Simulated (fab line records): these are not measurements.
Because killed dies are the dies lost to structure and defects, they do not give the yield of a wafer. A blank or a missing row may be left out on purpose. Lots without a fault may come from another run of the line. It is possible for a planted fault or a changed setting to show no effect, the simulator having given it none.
fab line records -- flow nandHarc
record: lots: 11, wafers: 33, lastDay: 32
route steps=1302 shown P_GATE@189 P_CONTACT@229
lots untouched by any fault: they come from a run of this same line in which no faults occurred
startH: hours from the record's opening day to when the first of the lot's shown wafers began -- waitH: hours elapsed since this lot's preceding step -- " same as the row above -- L1.1+2: several wafers, shown together as one row -- - no value, or no start was given -- * or withheld: withheld -- < > ~ a bound
route shown NAME@n: a module of which the file shows steps, and the number in the route of the first -- usual: mean and standard deviation over wafers with no fault -- same: alike in all rows -- chamber/n: place in a boat -- sites: per-site readings -- _std_site: the standard deviation of these -- _edge_site: outer sites' mean less inner sites' -- radiusMm: how far each site lies from the wafer's centre -- mask NAME#n: copy n -- behind: the tool/chamber that last shaped the wafer -- hold: cause of the lot's hold/its duration in hours/its outcome -- device: the n, p or np transistor that did not switch -- end of line: the route-end tests of the same wafers -- for a step that has no rows: nothing shown but its recipe -- killed: the dies lost at the first sort to structure and to defects; this is not the yield of the wafer -- map: dies across one wafer; x = killed, . = not, _ = none there
set.NAME: setting as actually run; set.NAME@STEP: the setting as run at that earlier step -- model.NAME: the simulator's own value behind a step, which no gauge read
route steps across a sampled set of lots; one table per step, one row per wafer
services: from which hour (startH, from the record's first day; less than 0 if before it) a tool's chamber was out of use, for how many hours, and why
== steps ==
step: NHARC_P_GATE_STRIP_112
recipe: powerW: 1500, tempC: 110, timeS: 200, chemistry: N2/H2
usual: drypumpMotorCurrentA: 5.8/0.45, heaterPowerW: 99/8.9
lot.wafer,tool,chamber,startH,waitH,drypumpMotorCurrentA,heaterPowerW,rfHoursCounterH
L978.3,plasmaAsher-02,0,120.66,0.3,5.4,108,-
L978.5,plasmaAsher-02,1,120.66,0.3,5.7,107,-
L978.6,plasmaAsher-02,0,120.66,0.3,5.4,109,-
L979.2,plasmaAsher-01,1,127.05,0.2,5.8,90,24
L979.4,plasmaAsher-01,1,127.05,0.2,5.8,87,-
L979.5,plasmaAsher-01,1,127.05,0.2,5.8,87,-
L981.1,plasmaAsher-02,0,146.87,0.2,5.3,109,12
L981.4,plasmaAsher-02,0,146.87,0.2,5.4,106,-
L981.5,plasmaAsher-02,0,146.87,0.2,5.3,104,-
L983.1,plasmaAsher-02,1,164.94,0.4,5.7,103,16
L983.3,plasmaAsher-02,1,164.94,0.4,5.7,108,-
L983.4,plasmaAsher-02,0,164.94,0.4,5.4,108,-
L989.1,plasmaAsher-01,1,221.03,0.2,5.8,86,8
L989.4,plasmaAsher-01,0,221.03,0.2,6.7,88,-
L989.5,plasmaAsher-01,1,221.03,0.2,5.8,86,-
L992.1,plasmaAsher-02,0,258.55,0.2,5.4,104,0
L992.5,plasmaAsher-02,0,258.55,0.2,5.3,104,-
L992.6,plasmaAsher-02,1,258.55,0.2,5.7,104,-
L993.1,plasmaAsher-01,0,260.16,0.2,6.7,91,19
L993.3,plasmaAsher-01,0,260.16,0.2,6.7,90,-
L993.6,plasmaAsher-01,1,260.16,0.2,5.8,86,-
L996.2,plasmaAsher-01,0,293.72,0.2,6.7,88,25
L996.3,plasmaAsher-01,0,293.72,0.2,6.7,89,-
L996.5,plasmaAsher-01,1,293.72,0.2,5.8,86,-
L997.2,plasmaAsher-01,1,308.12,0.2,5.8,86,27
L997.4,plasmaAsher-01,1,308.12,0.2,5.8,87,-
L997.5,plasmaAsher-01,1,308.12,0.2,5.7,87,-
L999.4,plasmaAsher-01,0,324.00,0.2,6.6,88,-
L999.3,plasmaAsher-01,1,324.00,0.2,5.8,88,-
L999.6,plasmaAsher-01,0,324.00,0.2,6.7,88,-
L100.1,plasmaAsher-01,0,332.36,0.2,6.7,89,33
L100.3,plasmaAsher-01,0,332.36,0.2,6.6,89,-
L100.4,plasmaAsher-01,1,332.36,0.2,5.8,89,-
step: NHARC_P_GATE_DESCUM_93
recipe: timeS: 3, o2FlowSccm: 200, arFlowSccm: 0, biasPowerW: 0, chemistry: O2
usual: drypumpMotorCurrentA: 5.6/0.55, oesProductAu: 1.002/0.014, rfVppV: 57.8/0.91, showerheadPlenumPTorr: 1.90/0.059, throttleValvePct: 11.310/0.0078
lot.wafer,tool,chamber,startH,waitH,drypumpMotorCurrentA,oesProductAu,rfHoursCounterH,rfVppV,showerheadPlenumPTorr,throttleValvePct
L978.3,rieDiel-09,1,121.75,-,4.7,0.989,5.7,58.4,1.95,11.327
L978.6,rieDiel-09,0,121.75,-,6.0,1.021,-,56.5,1.92,11.317
L978.5,rieDiel-09,1,121.75,-,4.7,0.992,-,57.3,1.95,11.305
L979.2,rieDiel-10,3,128.22,-,5.2,1.017,3.4,57.7,1.94,11.313
L979.4,rieDiel-10,2,128.22,-,5.0,1.007,4.1,58.8,1.99,11.320
L979.5,rieDiel-10,3,128.22,-,5.2,1.010,-,58.4,1.94,11.306
L981.4,rieDiel-10,2,148.18,-,5.1,0.998,5.2,56.8,1.99,11.311
L981.1,rieDiel-10,0,148.18,-,5.3,1.004,5.8,58.6,1.79,11.309
L981.5,rieDiel-10,2,148.18,-,5.1,0.997,-,57.7,1.99,11.309
L983.3,rieDiel-09,1,166.16,-,4.7,0.998,0.4,57.8,1.95,11.322
L983.1,rieDiel-09,3,166.16,-,5.5,1.016,0.3,59.2,1.87,11.316
L983.4,rieDiel-09,0,166.16,-,5.9,1.005,0.3,57.4,1.92,11.321
L989.4,rieDiel-05,0,222.20,-,6.3,0.983,9.2,56.3,1.88,11.311
L989.1,rieDiel-05,3,222.20,-,6.7,0.985,8.9,58.0,1.85,11.304
L989.5,rieDiel-05,1,222.20,-,5.7,0.989,-,58.2,1.94,11.304
L992.1,rieDiel-05,2,259.80,-,6.0,0.997,0.6,58.5,2.00,11.308
L992.5,rieDiel-05,0,259.80,-,6.3,0.996,-,58.4,1.87,11.315
L992.6,rieDiel-05,1,259.80,-,5.7,0.980,-,58.5,1.94,11.318
L993.1,rieDiel-10,0,261.50,-,5.3,1.001,1.2,56.7,1.79,11.322
L993.3,rieDiel-10,2,261.50,-,5.1,1.009,0.7,56.6,1.98,11.315
L993.6,rieDiel-10,1,261.50,-,4.9,0.967,-,56.4,1.90,11.321
L996.2,rieDiel-10,1,295.03,-,4.9,0.974,2.0,57.8,1.90,11.299
L996.3,rieDiel-10,3,295.03,-,5.2,1.007,2.1,56.7,1.94,11.303
L996.5,rieDiel-10,1,295.03,-,4.9,0.987,-,57.7,1.90,11.309
L997.2,rieDiel-10,3,309.45,-,5.3,1.015,3.1,59.0,1.94,11.307
L997.4,rieDiel-10,0,309.45,-,5.2,1.016,2.9,58.5,1.79,11.308
L997.5,rieDiel-10,2,309.45,-,5.0,1.015,-,58.6,1.98,11.313
L999.3,rieDiel-10,3,325.13,-,5.2,1.034,4.8,58.6,1.94,11.321
L999.4,rieDiel-10,2,325.13,-,5.1,1.029,4.1,57.2,1.98,11.323
L999.6,rieDiel-10,0,325.13,-,5.3,1.028,-,55.9,1.79,11.321
L100.3,rieDiel-09,1,333.71,-,4.7,0.979,0.1,60.1,1.95,11.317
L100.4,rieDiel-09,2,333.71,-,5.4,1.001,0.1,57.2,1.83,11.298
L100.1,rieDiel-09,3,333.71,-,5.5,1.007,0.1,57.3,1.87,11.297
step: NHARC_P_CONTACT_EXPOSE_09
recipe: na: 1.35, targetCdNm: 90, doseMj: 81.26, maskId: P_CA
usual: reticleTempC: 23.02/0.11
lot.wafer,tool,chamber,startH,waitH,mask,reticleTempC
L978.3,arfiScanner-03,0,126.10,-,P_CA#0,23.09
L978.5,arfiScanner-03,0,126.10,-,P_CA#0,23.09
L978.6,arfiScanner-03,0,126.10,-,P_CA#0,23.09
L979.2,arfiScanner-01,0,132.61,-,P_CA#0,23.04
L979.4,arfiScanner-01,0,132.61,-,P_CA#0,22.98
L979.5,arfiScanner-01,0,132.61,-,P_CA#0,23.01
L981.1,arfiScanner-01,0,152.57,-,P_CA#0,23.14
L981.4,arfiScanner-01,0,152.57,-,P_CA#0,23.18
L981.5,arfiScanner-01,0,152.57,-,P_CA#0,22.99
L983.1,arfiScanner-01,0,170.64,-,P_CA_R1#0,22.92
L983.3,arfiScanner-01,0,170.64,-,P_CA_R1#0,23.15
L983.4,arfiScanner-01,0,170.64,-,P_CA_R1#0,22.83
L989.1,arfiScanner-03,0,226.58,-,P_CA#0,23.09
L989.4,arfiScanner-03,0,226.58,-,P_CA#0,23.10
L989.5,arfiScanner-03,0,226.58,-,P_CA#0,23.08
L992.1,arfiScanner-02,0,264.16,-,P_CA#0,22.98
L992.5,arfiScanner-02,0,264.16,-,P_CA#0,23.11
L992.6,arfiScanner-02,0,264.16,-,P_CA#0,23.10
L993.1,arfiScanner-02,0,265.75,-,P_CA#0,22.96
L993.3,arfiScanner-02,0,265.75,-,P_CA#0,23.07
L993.6,arfiScanner-02,0,265.75,-,P_CA#0,23.03
L996.2,arfiScanner-02,0,299.29,-,P_CA#0,23.09
L996.3,arfiScanner-02,0,299.29,-,P_CA#0,22.98
L996.5,arfiScanner-02,0,299.29,-,P_CA#0,22.89
L997.2,arfiScanner-03,0,314.00,-,P_CA#0,23.09
L997.4,arfiScanner-03,0,314.00,-,P_CA#0,23.05
L997.5,arfiScanner-03,0,314.00,-,P_CA#0,22.94
L999.3,arfiScanner-02,0,329.53,-,P_CA#0,22.88
L999.4,arfiScanner-02,0,329.53,-,P_CA#0,23.16
L999.6,arfiScanner-02,0,329.53,-,P_CA#0,22.95
L100.1,arfiScanner-02,0,337.98,-,P_CA#0,22.89
L100.3,arfiScanner-02,0,337.98,-,P_CA#0,22.90
L100.4,arfiScanner-02,0,337.98,-,P_CA#0,22.89
step: NHARC_P_CONTACT_CD_MEAS_12
recipe: targetCdNm: 90, landingEnergyEv: 500
usual: cdNm: 90.3/0.66
lot.wafer,tool,chamber,startH,waitH,cdNm
L978.3,cdSem-01,0,126.23,-,90.2
L978.5,cdSem-01,0,126.23,-,89.7
L978.6,cdSem-01,0,126.23,-,91.1
L979.2,cdSem-03,0,132.74,-,90.8
L979.4,cdSem-03,0,132.74,-,89.1
L979.5,cdSem-03,0,132.74,-,89.1
L981.1,cdSem-02,0,152.71,-,91.0
L981.4,cdSem-02,0,152.71,-,91.6
L981.5,cdSem-02,0,152.71,-,91.0
L983.1,cdSem-03,0,170.78,-,94.1
L983.3,cdSem-03,0,170.78,-,95.2
L983.4,cdSem-03,0,170.78,-,95.0
L989.1,cdSem-02,0,226.72,-,90.6
L989.4,cdSem-02,0,226.72,-,89.5
L989.5,cdSem-02,0,226.72,-,90.5
L992.1,cdSem-02,0,264.30,-,89.7
L992.5,cdSem-02,0,264.30,-,91.0
L992.6,cdSem-02,0,264.30,-,90.2
L993.1,cdSem-03,0,265.89,-,90.7
L993.3,cdSem-03,0,265.89,-,90.9
L993.6,cdSem-03,0,265.89,-,89.5
L996.2,cdSem-01,0,299.42,-,90.5
L996.3,cdSem-01,0,299.42,-,89.8
L996.5,cdSem-01,0,299.42,-,90.4
L997.2,cdSem-01,0,314.14,-,90.3
L997.4,cdSem-01,0,314.14,-,89.9
L997.5,cdSem-01,0,314.14,-,89.1
L999.3,cdSem-03,0,329.67,-,90.9
L999.4,cdSem-03,0,329.67,-,90.5
L999.6,cdSem-03,0,329.67,-,90.2
L100.1,cdSem-01,0,338.12,-,90.7
L100.3,cdSem-01,0,338.12,-,91.4
L100.4,cdSem-01,0,338.12,-,90.6
step: NHARC_P_CONTACT_ETCH_35
recipe: targetDepthA: 390, overEtchFrac: 0.3, timeS: 65, ionEnergyEv: 80, cf4FlowSccm: 150, arFlowSccm: 0, rfW: 300, biasW: 100, chemistry: CF4
usual: cf4FlowSccm: 150.1/0.42, drypumpMotorCurrentA: 5.3/0.34, oesProductAu: 0.997/0.016, rfVppV: 151.3/1.3, showerheadPlenumPTorr: 1.77/0.076, throttleValvePct: 13.283/0.01
lot.wafer,tool,chamber,startH,waitH,cf4FlowSccm,drypumpMotorCurrentA,oesProductAu,rfHoursCounterH,rfVppV,showerheadPlenumPTorr,throttleValvePct
L978.3,rieDiel-06,1,126.51,0.1,149.6,5.0,1.001,8.6,151.1,1.84,13.296
L978.6,rieDiel-06,0,126.51,0.1,150.8,5.3,1.020,-,152.2,1.78,13.260
L978.5,rieDiel-06,1,126.51,0.1,149.8,5.0,0.999,-,151.7,1.84,13.297
L979.2,rieDiel-04,0,133.01,0.1,149.9,4.9,1.003,3.4,152.9,1.79,13.286
L979.4,rieDiel-04,3,133.01,0.1,150.2,5.5,1.027,3.2,150.7,1.77,13.291
L979.5,rieDiel-04,1,133.01,0.1,150.0,5.3,1.014,-,152.4,1.88,13.280
L981.4,rieDiel-13,3,152.98,0.1,150.1,5.4,0.982,3.5,150.7,1.67,13.287
L981.1,rieDiel-13,0,152.98,0.1,150.1,4.8,1.028,3.5,152.3,1.67,13.277
L981.5,rieDiel-13,2,152.98,0.1,150.2,5.5,1.015,-,152.0,1.88,13.280
L983.4,rieDiel-04,2,171.05,0.1,149.7,5.6,1.014,4.3,153.3,1.81,13.289
L983.1,rieDiel-04,3,171.05,0.1,151.0,5.5,1.019,4.6,149.5,1.77,13.271
L983.3,rieDiel-04,1,171.05,0.1,149.3,5.4,1.008,5.0,153.2,1.88,13.273
L989.4,rieDiel-13,0,226.99,0.1,149.8,4.8,1.013,1.5,149.8,1.67,13.283
L989.1,rieDiel-13,2,226.99,0.1,150.3,5.5,0.966,1.4,153.1,1.88,13.268
L989.5,rieDiel-13,1,226.99,0.1,150.4,6.0,0.995,-,148.9,1.66,13.276
L992.1,rieDiel-13,2,264.59,0.1,151.1,5.5,0.985,2.0,152.5,1.88,13.291
L992.6,rieDiel-13,0,264.59,0.1,151.1,4.8,1.021,-,150.8,1.67,13.264
L992.5,rieDiel-13,1,264.59,0.1,150.0,6.0,1.016,-,150.4,1.66,13.297
L993.3,rieDiel-04,3,266.17,0.1,149.3,5.5,0.996,1.7,150.7,1.76,13.290
L993.1,rieDiel-04,0,266.17,0.1,150.7,4.8,0.992,2.4,150.5,1.78,13.278
L993.6,rieDiel-04,2,266.17,0.1,150.5,5.5,0.995,-,152.4,1.81,13.282
L996.2,rieDiel-06,3,299.70,0.1,150.3,5.5,0.984,6.9,152.3,1.85,13.287
L996.3,rieDiel-06,1,299.70,0.1,149.8,5.0,0.981,8.4,151.7,1.84,13.288
L996.5,rieDiel-06,3,299.70,0.1,149.3,5.5,0.979,-,153.0,1.85,13.295
L997.2,rieDiel-13,0,314.41,0.1,149.5,4.8,1.023,3.8,148.8,1.67,13.293
L997.4,rieDiel-13,2,314.41,0.1,150.0,5.5,0.974,3.3,153.2,1.88,13.292
L997.5,rieDiel-13,1,314.41,0.1,150.4,6.0,1.005,-,149.3,1.66,13.284
L999.4,rieDiel-04,1,329.94,0.1,150.5,5.3,0.980,3.2,151.1,1.88,13.293
L999.3,rieDiel-04,2,329.94,0.1,150.5,5.6,0.988,3.8,150.3,1.81,13.287
L999.6,rieDiel-04,0,329.94,0.1,150.6,4.8,0.983,-,150.7,1.78,13.265
L100.3,rieDiel-04,3,338.39,0.1,149.2,5.6,0.997,4.5,150.8,1.76,13.287
L100.4,rieDiel-04,0,338.39,0.1,150.3,4.8,0.979,4.8,151.1,1.78,13.283
L100.1,rieDiel-04,1,338.39,0.1,150.1,5.3,0.993,3.7,152.3,1.88,13.288
== services ==
tool,chamber,startH,hours,kind
rieDiel-13,2,104.89,2.6,repair
plasmaAsher-01,-,105.90,6.6,repair
arfiScanner-02,-,126.94,0.4,repair
arfiScanner-02,-,140.00,4.0,pm
rieDiel-13,3,154.41,2.4,repair
rieDiel-04,3,154.68,3.9,repair
arfiScanner-02,-,156.20,0.7,repair
rieDiel-10,0,158.95,5.5,repair
rieDiel-13,2,160.93,2.7,repair
rieDiel-13,-,165.01,9.0,pm
plasmaAsher-01,-,165.26,9.0,pm
rieDiel-04,-,177.93,9.0,pm
rieDiel-04,1,190.74,25.3,repair
rieDiel-04,2,192.19,5.4,repair
rieDiel-04,3,196.36,3.9,repair
arfiScanner-02,-,207.60,0.9,repair
rieDiel-13,0,210.73,3.9,repair
arfiScanner-02,-,231.13,0.3,repair
rieDiel-10,-,242.50,9.0,pm
arfiScanner-02,-,248.01,7.4,repair
rieDiel-10,0,273.24,3.8,repair
arfiScanner-02,-,293.75,1.0,repair
arfiScanner-02,-,312.00,4.0,pm
rieDiel-04,2,312.69,9.3,repair
== key ==
firstSign: step: NHARC_P_CONTACT_EXPOSE_09, reading: mask, direction: changed
effect: step: NHARC_P_CONTACT_CD_MEAS_12, reading: cdNm, direction: up, sigmas: 6.7, usual: 90.3, struck: 94.8
metAt NHARC_P_CONTACT_EXPOSE_09
struckLots L983
testerLeftOut L983
notActingAt NHARC_P_GATE_STRIP_112,NHARC_P_GATE_DESCUM_93,NHARC_P_CONTACT_ETCH_35
onsetBetween 152.57 170.64
fault: kind: wrongMask, tool: any, chamber: -, onsetH: 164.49, steps: NHARC_P_CONTACT_EXPOSE_09, auxCopy: P_CA_R1#0, cdOffsetNm: 4.7776, scope: struckLotsOnly
testerLeftOut: of these lots the tester's yield and bins aren't shown, on N5 and GAA mostly nor the transistor test; their killed dies are dies lost to structure and defects alone, not to doping, threshold or leakage, so they don't give the yield
